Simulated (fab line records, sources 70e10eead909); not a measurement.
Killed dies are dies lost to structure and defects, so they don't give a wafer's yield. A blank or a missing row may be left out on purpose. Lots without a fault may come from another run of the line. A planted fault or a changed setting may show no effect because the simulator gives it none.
A struck lot beside a sound one | flow nand_harc | 43 steps out of a route of 1302
Sound: wafers L772.3, L772.4, L772.5. Struck: wafer L783.5. (L783.1, L783.4 of the same lot were not struck and are left out.) The cause comes at the end.
At each step with rows: each side's tool, then ch and its chambers, then its first start. Under that, the readings that differ: sound wafers | struck wafers | difference of the means | sigmas: that difference in standard deviations of wafers without a fault.
alike: readings whose means differ by less than 2 such deviations, and words and numbers that are the same on both sides. not compared: withheld readings, readings that some wafer has no value for, bounds like >300 that may hide the same value, and numbers for which the record gives no deviation and whose values overlap.
The two part at a step that has a row with sigmas, a row that says differs or no value, or rows on one side only. Numbers that don't overlap but have no deviation are shown without sigmas and don't part them. A reading that every wafer of one side lacks parts them only if that side has two wafers or more.

first, 1 step without rows for these wafers: NHARC_A_CONTACT_ETCH_132 (etches the open film in C4F8/O2/Ar, time 197 s, target depth 1924 nm).
NHARC_A_CONTACT_ETCH_133: etches the open film in C4F8/O2/Ar, time 374 s, target depth 1610 nm.
  sound on har_cap_etch-01 ch 0,1, day 25 20:10; struck on har_cap_etch-02 ch 1, day 30 09:57
  not compared: rf_hours_counter_h
then, 2 steps without rows for these wafers: NHARC_A_CONTACT_ETCH_91 (etches the open film in CH3F/O2, target depth 40 nm, time 85.7 s); NHARC_A_CONTACT_ETCH_97 (etches the open film in C4F6/O2, target depth 20 nm, time 10 s).
NHARC_A_CONTACT_CD_MEAS_80:
  sound on cd_sem-03, day 25 21:02; struck on cd_sem-01, day 30 10:53
  alike: cd_nm
then, 3 steps without rows for these wafers: NHARC_A_CONTACT_STRIP_103 (strips in N2/H2); NHARC_A_CONTACT_STRIP_104 (strips in CF4/CHF3); NHARC_A_CONTACT_STRIP_105 (strips in O2/COS).
NHARC_A_CONTACT_ETCH_106: etches the open film in CF4/O2, target depth 90 nm, overetch 9 nm, time 49.5 s.
  sound on rie_diel-10 ch 0,1,3, day 25 21:20; struck on rie_diel-11 ch 1, day 30 11:11
  reading                | sound                | struck | difference | sigmas
  throttle_valve_pct (%) | 13.391 13.396 13.398 | 13.418 | +0.023     | +3
  alike: cf4_flow_sccm, drypump_motor_current_A, oes_product_au, rf_vpp_V, showerhead_plenum_p_Torr
  not compared: rf_hours_counter_h
then, 3 steps without rows for these wafers: NHARC_A_CONTACT_STRIP_82 (strips in O2); NHARC_A_CONTACT_STRIP_83 (strips in post etch residue remover, time 600 s); NHARC_A_CONTACT_DEP_84 (deposits aC, target thk 2800 nm).
NHARC_A_CONTACT_DEP_85: deposits SiON, target thk 60 nm.
  sound on pecvd-03 ch 0,2, day 26 04:40; struck on pecvd-03 ch 1, day 30 13:37
  alike: heater_power_w
then, 10 steps without rows for these wafers: NHARC_A_CONTACT_DEHYDRATE_00 (time 120 s); NHARC_A_CONTACT_HMDS_01 (time 30 s); NHARC_A_CONTACT_COAT_86 (time 75 s); NHARC_A_CONTACT_COAT_87 (time 65 s); NHARC_A_CONTACT_COAT_02 (resist thk 90 nm); NHARC_A_CONTACT_SOFTBAKE_03 (time 55 s); NHARC_A_CONTACT_EBR_04; NHARC_A_CONTACT_EXPOSE_05 (exposes mask A CC); NHARC_A_CONTACT_PEB_06 (peb time 65 s); NHARC_A_CONTACT_DEVELOP_07 (develop time 35 s).
NHARC_A_CONTACT_CD_MEAS_08: target cd 200 nm.
  sound on cd_sem-01 ch 0, day 26 05:14; struck on cd_sem-02 ch 0, day 30 14:17
  alike: cd_nm
NHARC_A_CONTACT_OVL_MEAS_09:
  sound on overlay-01, day 26 05:19; struck on overlay-01, day 30 14:22
  alike: overlay_x_nm, overlay_y_nm
NHARC_A_CONTACT_INSPECT_10:
  sound on defect_inspect-01, day 26 05:21; struck on defect_inspect-02, day 30 14:24
  alike: raw_defect_count
then, 9 steps without rows for these wafers: NHARC_A_CONTACT_DESCUM_13 (chemistry O2, time 3 s); NHARC_A_CONTACT_ETCH_88 (etches the open film in CF4, target depth 39 nm, time 65 s); NHARC_A_CONTACT_ETCH_89 (etches the open film in N2/H2, target depth 260 nm, time 475.3 s); NHARC_A_CONTACT_ETCH_30 (etches the open film in CF4/CHF3, target depth 72.6 nm, time 36.3 s); NHARC_A_CONTACT_ETCH_31 (etches the open film in O2/COS, target depth 2800 nm, time 728 s); NHARC_A_CONTACT_ETCH_134 (etches the open film in C4F8/O2/Ar, time 140 s, target depth 700 nm); NHARC_A_CONTACT_ETCH_135 (etches the open film in C4F8/O2/Ar, time 311 s, target depth 1912 nm); NHARC_A_CONTACT_ETCH_136 (etches the open film in C4F8/O2/Ar, time 311 s, target depth 1912 nm); NHARC_A_CONTACT_ETCH_137 (etches the open film in C4F8/O2/Ar, time 311 s, target depth 1912 nm).
NHARC_A_CONTACT_ETCH_138: etches the open film in C4F8/O2/Ar, time 311 s, target depth 1914 nm.
  sound on har_cap_etch-03 ch 0,1, day 26 07:40; struck on har_cap_etch-02 ch 0, day 30 16:55
  not compared: rf_hours_counter_h
NHARC_A_CONTACT_ETCH_139: etches the open film in C4F8/O2/Ar, time 195 s, target depth 840 nm.
  sound on har_cap_etch-03 ch 0,1, day 26 07:56; struck on har_cap_etch-02 ch 0, day 30 17:16
  not compared: rf_hours_counter_h
then, 1 step without rows for these wafers: NHARC_A_CONTACT_ETCH_92 (etches the open film in CH3F/O2, target depth 40 nm, time 85.7 s).
NHARC_A_CONTACT_ETCH_98: etches the open film in C4F6/O2, target depth 20 nm, time 10 s.
  sound on rie_diel-11 ch 0,2,3; struck on rie_diel-11 ch 2, day 30 18:05
  alike: drypump_motor_current_A, oes_product_au, rf_vpp_V, showerhead_plenum_p_Torr, throttle_valve_pct
  not compared: rf_hours_counter_h
NHARC_A_CONTACT_CD_MEAS_15:
  sound on cd_sem-02, day 26 08:37; struck on cd_sem-01, day 30 18:10
  alike: cd_nm
then, 2 steps without rows for these wafers: NHARC_A_CONTACT_STRIP_107 (strips in N2/H2); NHARC_A_CONTACT_STRIP_108 (strips in CF4/CHF3).
-- the record jumps here: 3 days lie between the struck wafers' starts before and after (it left off in module A_CONTACT and takes up again in module END, whose first step shown is number 1302 of the route) --
NHARC_END_SORT_01:
  the record has rows for the struck wafers here (prober-01 ch 0, day 33 18:46) and none for the sound ones

WHERE THEY PART
First at NHARC_A_CONTACT_ETCH_106; last, within this record, at NHARC_END_SORT_01.

WHY: what the simulator had put in
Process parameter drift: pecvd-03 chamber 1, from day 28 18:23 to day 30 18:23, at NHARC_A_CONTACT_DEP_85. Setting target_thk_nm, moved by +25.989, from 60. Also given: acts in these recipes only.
